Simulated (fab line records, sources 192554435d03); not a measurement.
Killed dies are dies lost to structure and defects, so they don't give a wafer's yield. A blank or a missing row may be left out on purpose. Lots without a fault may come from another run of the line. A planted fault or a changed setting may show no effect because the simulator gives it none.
fab line records | flow n5_finfet
record lots=7 wafers=20 last_day=16
route steps=1938 shown SD_EPI_N@280 BEOL_M4@1111 PASSIVATION@1936
lots that met no fault: from a run of the same line without faults
start_h: hours from the record's first day to the start of the lot's first wafer shown | wait_h: hours since the lot's step before | " the same as in the row above | L1.1+2: a row that stands for several wafers | - no value, or no start given | * or withheld: withheld | < > ~ a bound
route shown NAME@n: a module of which the file shows steps, and the number in the route of the first | usual: mean/standard deviation of fault-free wafers | same: alike in all rows | chamber/n: place in a boat | sites: the reading at each site | _std_site: their standard deviation | _edge_site: outer sites' mean less inner sites' | radius_mm: how far each site lies from the wafer's centre | mask NAME#n: copy n | behind: the tool/chamber that last shaped the wafer | hold: why the lot was held/for how many hours/how that ended | device: the transistor (n, p or np) that didn't switch | end of line: the same wafers' tests at the end of the route | a step without rows: its recipe alone | killed: dies lost to structure and defects at the first sort, not the wafer's yield | map: a wafer's dies, x killed, . not, _ none there
set.NAME: the setting as run; set.NAME@STEP: as run at that earlier step | model.NAME: the simulator's own value behind a step, which no gauge read
lots at some steps of the route; a table a step, a row a wafer
services: from which hour (start_h, from the record's first day; less than 0 if before it) a tool's chamber was out of use, for how many hours, and why
## steps
# step N5_SD_EPI_N_STRIP_47
# recipe chemistry=CHF3/O2 resist=SiARC rf_frequency_hz=6e+07
# step N5_SD_EPI_N_SD_RECESS_17
# recipe chemistry=HBr/Cl2/O2 target_depth_a=410 mask_material=SOC time_s=23.7 bt_time_s=3 pressure_mtorr=10 icp_w=800 bias_w=112 HBr_flow_sccm=150 Cl2_flow_sccm=80 O2_flow_sccm=12
# usual chamber_pressure_mTorr=10.000/0.0083 drypump_motor_current_A=6.0/0.42 oes_product_au=1.001/0.016 throttle_valve_pct=37.01/0.29
# columns lot.wafer tool chamber start_h wait_h chamber_pressure_mTorr drypump_motor_current_A oes_product_au rf_hours_counter_h throttle_valve_pct
L848.3 rie_si-04 3 60.93 0.0 10.004 5.8 0.989 6 36.93
L848.5 " 3 " " 10.002 5.8 0.998 - 36.94
L848.6 " 0 " " 9.998 6.0 0.984 - 37.23
L855.1 rie_si-04 0 106.63 0.0 9.999 6.1 0.988 4 37.23
L855.2 " 3 " " 10.005 5.8 0.994 7 36.94
L855.3 " 1 " " 10.004 6.5 0.994 10 37.02
L856.2 rie_si-04 3 108.89 0.0 10.010 5.8 0.998 7 36.94
L856.3 " 0 " " 10.011 6.1 0.979 4 37.25
L856.4 " 1 " " 9.999 6.5 0.996 10 37.01
L857.1 rie_si-02 2 118.97 0.0 10.011 5.9 1.025 79 37.15
L857.5 " 3 " " 10.002 6.6 1.008 - 37.18
L857.6 " 0 " " 10.011 5.8 0.995 - 36.58
L861.2 rie_si-04 0 138.70 0.0 10.004 6.0 0.974 5 37.23
L861.3 " 3 " " 10.005 5.8 0.996 7 36.95
L861.6 " 0 " " 10.006 6.0 0.982 - 37.23
L862.1 rie_si-04 0 145.61 0.0 10.000 6.0 0.983 5 37.22
L862.4 " 1 " " 10.007 6.5 0.997 11 37.02
L862.6 " 0 " " 10.013 6.0 0.989 - 37.22
L864.1 rie_si-01 1 158.42 0.0 10.001 5.3 0.999 125 37.46
L864.6 " 3 " " 9.995 5.5 1.000 - 37.64
# step N5_SD_EPI_N_STRIP_38
# recipe chemistry=N2/H2 power_w=1000 temp_c=250 h2_frac=0.65 overash_fraction=0.3 pressure_mtorr=withheld n2_flow_sccm=1750 h2_flow_sccm=3250
# usual drypump_motor_current_A=5.30/0.27 heater_power_w=356/15 oes_product_au=0.762/0.011
# columns lot.wafer tool chamber start_h wait_h drypump_motor_current_A heater_power_w oes_product_au rf_hours_counter_h
L848.3 plasma_asher-01 0 61.05 0.1 5.48 337 0.779 -
L848.5 " 1 " " 5.66 368 0.764 -
L848.6 " 0 " " 5.47 332 0.756 -
L855.1 plasma_asher-01 0 106.72 0.1 5.48 339 0.768 44
L855.2 " 1 " " 5.66 368 0.768 44
L855.3 " 0 " " 5.49 329 0.759 -
L856.2 plasma_asher-01 1 108.99 0.1 5.69 364 0.771 45
L856.3 " 0 " " 5.46 326 0.766 -
L856.4 " 1 " " 5.67 367 0.746 -
L857.1 plasma_asher-01 0 119.06 0.1 5.47 333 0.757 47
L857.5 " 1 " " 5.69 359 0.773 -
L857.6 " 0 " " 5.47 337 0.751 -
L861.2 plasma_asher-02 0 138.79 0.1 4.94 344 0.756 88
L861.3 " 0 " " 4.96 349 0.757 -
L861.6 " 0 " " 4.94 347 0.766 -
L862.1 plasma_asher-02 1 145.70 0.1 5.17 373 0.755 89
L862.4 " 1 " " 5.15 376 0.739 -
L862.6 " 1 " " 5.15 367 0.760 -
L864.1 plasma_asher-02 1 158.52 0.1 5.17 362 0.766 92
L864.6 " 0 " " 4.96 351 0.757 -
# step N5_SD_EPI_N_WET_ETCH_43
# recipe chemistry=dHF dilution=withheld time_s=14 target=SiO2 target_depth_a=15 temp_c=25
# step N5_SD_EPI_N_STRIP_18
# recipe chemistry=SPM time_s=750 temp_c=130 h2so4_h2o2_vol_ratio=4
# step N5_SD_EPI_N_SRD_20
# recipe dry=ipa_marangoni do_ppb=5 time_s=30 temp_c=23 rinse_liquid=diw
# step N5_SD_EPI_N_PRECLEAN_48
# recipe chemistry=NF3:NH3 afs_cycles=2 temp_c=30 time_s=20 sublimation_temp_c=180 sublimation_time_s=60 pressure_torr=3 rf_power_w=30
# step N5_SD_EPI_N_VAPOR_ETCH_50
# recipe chemistry=HCl target=Si temp_c=775 time_s=54 pressure_torr=20 mode=isotropic
# usual lamp_inner_pct=19.4/0.98 throttle_valve_pct=11.78/0.2
# columns lot.wafer tool chamber start_h wait_h lamp_inner_pct throttle_valve_pct
L848.3 epi_rpcvd-04 0 61.94 0.3 18.2 12.04
L848.5 " 0 " " 18.5 11.97
L848.6 " 0 " " 18.9 11.66
L855.1 epi_rpcvd-02 0 107.55 0.4 19.8 11.80
L855.2 " 0 " " 19.7 11.72
L855.3 " 0 " " 19.6 11.79
L856.2 epi_rpcvd-04 0 109.86 0.4 18.6 11.66
L856.3 " 0 " " 18.7 11.99
L856.4 " 0 " " 18.6 11.66
L857.1 epi_rpcvd-02 0 119.89 0.4 19.7 11.63
L857.5 " 0 " " 19.6 11.75
L857.6 " 0 " " 19.7 11.82
L861.2 epi_rpcvd-04 0 139.84 0.5 18.5 12.15
L861.3 " 0 " " 18.5 11.87
L861.6 " 0 " " 18.5 11.82
L862.1 epi_rpcvd-04 0 146.53 0.4 18.3 11.83
L862.4 " 0 " " 18.5 12.06
L862.6 " 0 " " 18.4 12.04
L864.1 epi_rpcvd-02 0 159.23 0.3 19.9 11.45
L864.6 " 0 " " 19.6 11.48
# step N5_SD_EPI_N_EPI_21
# recipe material=Si:P dopant=P temp_c=680 pressure_torr=255 time_s=690
# step N5_SD_EPI_N_EPI_MEAS_23
# recipe mode=xrd
# usual thk_nm=59.1/1
# columns lot.wafer tool chamber start_h wait_h thk_nm
L848.3 film_metro-01 - 64.40 1.2 60.2
L848.5 " - " " 58.2
L848.6 " - " " 59.6
L855.1 film_metro-02 - 110.07 1.9 57.5
L855.2 " - " " 58.3
L855.3 " - " " 58.3
L856.2 film_metro-02 - 112.33 1.5 60.6
L856.3 " - " " 59.1
L856.4 " - " " 59.1
L857.1 film_metro-01 - 122.43 1.9 60.8
L857.5 " - " " 59.4
L857.6 " - " " 58.5
L861.2 film_metro-01 - 143.13 2.0 58.8
L861.3 " - " " 59.6
L861.6 " - " " 58.7
L862.1 film_metro-01 - 149.05 1.9 58.9
L862.4 " - " " 58.8
L862.6 " - " " 58.7
L864.1 film_metro-01 - 161.12 1.4 59.2
L864.6 " - " " 59.1
# step N5_SD_EPI_N_PRECLEAN_24
# recipe chemistry=O3/DIW time_s=60 temp_c=22 o3_ppm=10
# step N5_SD_EPI_N_SRD_25
# recipe time_s=30 temp_c=23 rinse_liquid=diw dry=ipa_marangoni
# step N5_SD_EPI_N_PRECLEAN_49
# recipe chemistry=NF3:NH3 afs_cycles=1 temp_c=30 time_s=20 sublimation_temp_c=180 sublimation_time_s=60 pressure_torr=3 rf_power_w=30
# usual time_s=20/0
# columns lot.wafer tool chamber start_h wait_h time_s
L848.3 remote_plasma-02 1 64.56 0.1 20
L848.5 " 1 " " 20
L848.6 " 1 " " 20
L855.1 remote_plasma-02 0 110.17 0.0 20
L855.2 " 0 " " 20
L855.3 " 0 " " 20
L856.2 remote_plasma-02 0 112.48 0.1 20
L856.3 " 0 " " 20
L856.4 " 0 " " 20
L857.1 remote_plasma-02 1 122.53 0.0 20
L857.5 " 1 " " 20
L857.6 " 1 " " 20
L861.2 remote_plasma-02 1 143.27 0.1 20
L861.3 " 1 " " 20
L861.6 " 1 " " 21.147
L862.1 remote_plasma-02 1 149.16 0.0 21.147
L862.4 " 1 " " 20
L862.6 " 1 " " 21.147
L864.1 remote_plasma-02 1 161.24 0.0 21.147
L864.6 " 1 " " 21.147
# step N5_SD_EPI_N_LINER_46
# recipe material=SiNx target_thk_a=30 temp_c=400 ald_precursor_family=SiH2I2 ald_co_reactant=N2/H2-plasma pressure_torr=2
# usual heater_power_w=895/78
# columns lot.wafer tool chamber start_h wait_h heater_power_w
L848.3 ald_sin-03 0 64.88 0.3 863
L848.5 " 0 " " 886
L848.6 " 3 " " 906
L855.1 ald_sin-01 1 110.54 0.3 818
L855.2 " 0 " " 930
L855.3 " 3 " " 878
L856.2 ald_sin-01 0 112.70 0.2 938
L856.3 " 3 " " 902
L856.4 " 1 " " 810
L857.1 ald_sin-01 1 122.73 0.2 816
L857.5 " 3 " " 869
L857.6 " 2 " " 1009
L861.2 ald_sin-04 2 143.50 0.2 1008
L861.3 " 0 " " 809
L861.6 " 0 " " 817
L862.1 ald_sin-04 0 149.36 0.2 804
L862.4 " 1 " " 857
L862.6 " 1 " " 858
L864.1 ald_sin-01 1 161.44 0.2 826
L864.6 " 1 " " 811
# step N5_BEOL_M4_RC_MEAS_101
# usual DIBL_N=36.1/1.6 DIBL_P=35.8/2.1 IOFF_N=0.16/0.031 IOFF_P=0.21/0.034 ION_N=673/12 ION_P=461/7.2 SS_N=71.4/0.59 SS_P=73.3/0.63 VT_N=250/3.1 VT_P=-250/3.3
# columns lot.wafer tool chamber start_h wait_h DIBL_N[mV/V] DIBL_P[mV/V] IOFF_N[nA/um] IOFF_P[nA/um] ION_N[uA/um] ION_P[uA/um] SS_N[mV/dec] SS_P[mV/dec] VT_N[mV] VT_P[mV]
L848.3 prober-02 0 186.35 0.3 35.4 35.2 0.12 0.18 651 460 71.8 73.1 252 -251
L848.5 " 0 " " 34.6 33.7 0.12 0.16 666 452 70.6 72.8 254 -255
L848.6 " 0 " " 36.8 36.7 0.15 0.20 675 462 72.1 73.5 250 -250
L855.1 prober-02 0 233.51 0.0 37.3 37.4 0.17 0.23 678 468 71.3 73.4 246 -247
L855.2 " 0 " " 35.4 34.2 0.13 0.17 673 457 70.2 73.2 253 -254
L855.3 " 0 " " 36.0 35.1 0.14 0.19 663 454 70.8 73.6 252 -249
L856.2 prober-01 0 235.11 0.2 35.3 36.0 0.15 0.18 667 459 70.9 73.3 252 -253
L856.3 " 0 " " 33.1 32.4 0.11 0.14 661 449 70.6 72.2 254 -256
L856.4 " 0 " " 36.2 36.8 0.15 0.19 670 457 70.8 72.1 251 -255
L857.1 prober-01 0 246.05 0.0 35.5 36.0 0.16 0.21 678 464 71.0 72.8 249 -250
L857.5 " 0 " " 35.3 35.9 0.16 0.21 677 470 70.7 73.3 248 -251
L857.6 " 0 " " 33.9 34.3 0.13 0.19 677 466 70.7 73.5 251 -250
L861.2 prober-01 0 259.82 0.2 37.1 37.5 0.19 0.23 676 464 71.8 73.4 250 -248
L861.3 " 0 " " 32.4 31.9 0.11 0.15 649 451 69.9 72.0 253 -254
L861.6 " 0 " " 36.4 36.3 0.17 0.22 679 468 71.4 73.4 249 -251
L862.1 prober-01 0 274.64 0.0 38.7 38.6 0.18 0.21 669 453 72.0 73.8 247 -253
L862.4 " 0 " " 36.3 36.3 0.14 0.18 663 455 71.1 73.9 249 -255
L862.6 " 0 " " 37.9 38.0 0.17 0.21 671 453 71.6 73.8 249 -254
L864.1 prober-01 0 280.84 0.0 39.6 40.8 0.21 0.29 676 466 72.4 75.0 243 -247
L864.6 " 0 " " 37.7 38.0 0.19 0.22 682 460 72.4 73.3 250 -247
# step N5_PASSIVATION_PROBE_49
# usual defect_limited_yield=91.0/1.5 killed_at_M0_to_M3=35/11 killed_at_M4_up=13/6 killed_at_contacts=14/6.5 killed_at_front_end=40/12 killed_at_other=4/3.4 killed_dies=106/18 killed_open=68/14 killed_short=35/7.7 sort_bin_5_function=5.2/0.98 sort_bin_6_memory=3.4/0.72 sort_n_pass=1074/18 sort_yield_pct=91.0/1.5
# same gross_dies=1180 killed_at_back_side=0 sort_bin_4_leakage[%]=0 sort_bin_8_speed[%]=0
# columns lot.wafer tool chamber start_h wait_h defect_limited_yield[%] killed_at_M0_to_M3 killed_at_M4_up killed_at_contacts killed_at_front_end killed_at_other killed_dies killed_open killed_short sort_bin_5_function[%] sort_bin_6_memory[%] sort_n_pass sort_yield_pct[%]
L861.2 prober-02 - 363.07 0.1 91.4 26 18 7 43 8 102 64 33 4.7 3.4 1078 91.4
L864.1 prober-01 - 386.88 0.0 90.8 46 4 11 44 4 109 51 51 4.7 3.7 1071 90.8
L864.6 prober-01 - 387.13 0.3 89.5 47 8 7 61 1 124 81 42 6.0 4.2 1056 89.5
# killed by level:class
L861.2 STI_FIN_REVEAL:geometric_particle:open=14 BEOL_M4:geometric_particle:open=12 FIN_SAQP:geometric_particle:short=7 MOL_CONTACT_COAG:geometric_particle:open=6 BEOL_M2:geometric_particle:open=6 DUMMY_GATE:geometric_particle:open=5 BEOL_M0_SAQP:geometric_particle:short=5 BEOL_M0:geometric_particle:open=4
L864.1 BEOL_M0_SAQP:geometric_particle:open=17 BEOL_M0_SAQP:geometric_particle:short=15 MOL_CONTACT_COAG:geometric_particle:open=8 DUMMY_GATE:geometric_particle:open=6 FIN_SAQP:geometric_particle:short=4 FIN_CUT:geometric_particle:short=4 DUMMY_GATE:geometric_particle:short=4 GATE_CUT:geometric_particle:open=4
L864.6 STI_FIN_REVEAL:geometric_particle:open=17 BEOL_M0_SAQP:geometric_particle:open=17 FIN_SAQP:geometric_particle:open=12 BEOL_M0_SAQP:geometric_particle:short=12 FIN_SAQP:geometric_particle:short=10 STI_FIN_REVEAL:geometric_particle:short=6 MOL_CONTACT_COAG:geometric_particle:open=6 GATE_CUT:geometric_particle:short=6
## services
# columns tool chamber start_h hours kind
ald_sin-04 1 49.52 1.7 repair
ald_sin-03 1 67.81 6.7 repair
plasma_asher-01 - 81.45 1.4 repair
rie_si-04 0 82.52 3.3 repair
ald_sin-03 - 86.62 14.0 pm
ald_sin-03 0 86.62 14.0 vent_cycle
ald_sin-03 1 86.62 14.0 vent_cycle
ald_sin-03 2 86.62 14.0 vent_cycle
ald_sin-03 3 86.62 14.0 vent_cycle
ald_sin-03 0 100.62 - clean
ald_sin-03 1 100.62 - clean
ald_sin-03 2 100.62 - clean
ald_sin-03 3 100.62 - clean
rie_si-04 1 125.56 1.6 repair
plasma_asher-01 - 131.10 4.4 repair
rie_si-02 - 147.51 0.1 repair
## key
first_sign step=N5_SD_EPI_N_PRECLEAN_49 reading=time_s direction=up sigmas=99+ usual=* struck=*
effect none on later readings
met_at N5_SD_EPI_N_PRECLEAN_49
struck_wafers L861.6,L862.1,L862.6,L864.1,L864.6
onset_between 122.53 143.27
fault kind=process_parameter_drift tool=remote_plasma-02 chamber=- onset_h=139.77 steps=N5_SD_EPI_N_PRECLEAN_49 channel=time_s offset=* shape=step end_h=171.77 scope=struck_wafers_only acts_in=* stated=*
